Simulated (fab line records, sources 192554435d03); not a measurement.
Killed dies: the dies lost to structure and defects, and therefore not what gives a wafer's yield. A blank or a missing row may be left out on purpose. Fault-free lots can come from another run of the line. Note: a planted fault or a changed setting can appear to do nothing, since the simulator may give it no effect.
Which tool was responsible? | flow n5-finfet | 36 wafers from 12 lots sampled at 3 of the route's 1938 steps

== WHAT EACH GAUGE READ, for each wafer ==
N5_BEOL_M3_OVL_MEAS_29.
lot  | measured     | on         | V2_OVL (nm)
L075 | day 7 05:10  | overlay-01 | 0.2 0.3 0.5
L078 | day 7 22:04  | overlay-01 | -1.3 -0.5 -0.9
L079 | day 8 04:15  | overlay-01 | -0.2 0.8 0.7
L081 | day 8 17:16  | overlay-02 | 0.5 0.0 -1.6
L083 | day 8 22:50  | overlay-02 | 0.5 0.9 -1.3
L085 | day 9 16:38  | overlay-02 | 1.2 0.1 0.8
L087 | day 10 06:20 | overlay-02 | -0.9 -0.3 0.8
L089 | day 10 16:27 | overlay-02 | 0.0 -0.1 -0.4
L091 | day 11 08:49 | overlay-02 | 0.3 -0.3 -0.1
L093 | day 11 15:28 | overlay-02 | -0.4 0.9 -0.1
L095 | day 12 01:28 | overlay-02 | 0.2 0.3 -0.6
L097 | day 12 22:46 | overlay-01 | 0.2 0.3 0.7

== TOOL THAT RAN EACH LOT (tool first, then ch and the chambers of the sampled wafers, then the start) ==
lot  | N5_BEOL_M2_SPUTTER_92        | N5_BEOL_M2_ANNEAL_95
L075 | pvd-sputter-01, day 7 00:35  | pvd-sputter-01, day 7 00:55
L078 | pvd-sputter-01, day 7 16:44  | pvd-sputter-01, day 7 17:02
L079 | pvd-sputter-01, day 7 23:34  | pvd-sputter-01, day 7 23:52
L081 | pvd-sputter-03, day 8 14:05  | pvd-sputter-03, day 8 14:23
L083 | pvd-sputter-03, day 8 17:48  | pvd-sputter-03, day 8 18:06
L085 | pvd-sputter-03, day 9 12:36  | pvd-sputter-03, day 9 12:54
L087 | pvd-sputter-01, day 10 01:05 | pvd-sputter-01, day 10 01:23
L089 | pvd-sputter-01, day 10 10:02 | pvd-sputter-01, day 10 10:20
L091 | pvd-sputter-02, day 11 05:05 | pvd-sputter-02, day 11 05:23
L093 | pvd-sputter-01, day 11 10:52 | pvd-sputter-01, day 11 11:10
L095 | pvd-sputter-01, day 11 21:44 | pvd-sputter-01, day 11 22:02
L097 | pvd-sputter-01, day 12 17:28 | pvd-sputter-01, day 12 17:46
- N5_BEOL_M2_SPUTTER_92: material Cu, target thk 4.5 nm, time 8.29 s.
- N5_BEOL_M2_ANNEAL_95: time 240 s.

== THE ANSWER, worked out from the rows above alone ==
Rule: usual is defined by the lots themselves. Put in order of their means at a reading, lots are off if they are a third of the lots or fewer, leave a main group of 4 or more, and stand apart from it by a gap of 3 or more times the standard deviation of the main group's means; of several such gaps the widest counts. A main group whose means are all the same, to the digits that the tables above print for the reading, isn't used. A lot without any number at a reading at which 4 lots or more have one is off too. All remaining lots with rows at the step are treated as sound.
No lot is off at any reading shown: from this, nothing can be told.

== WHAT THE SIMULATOR PUT IN ==
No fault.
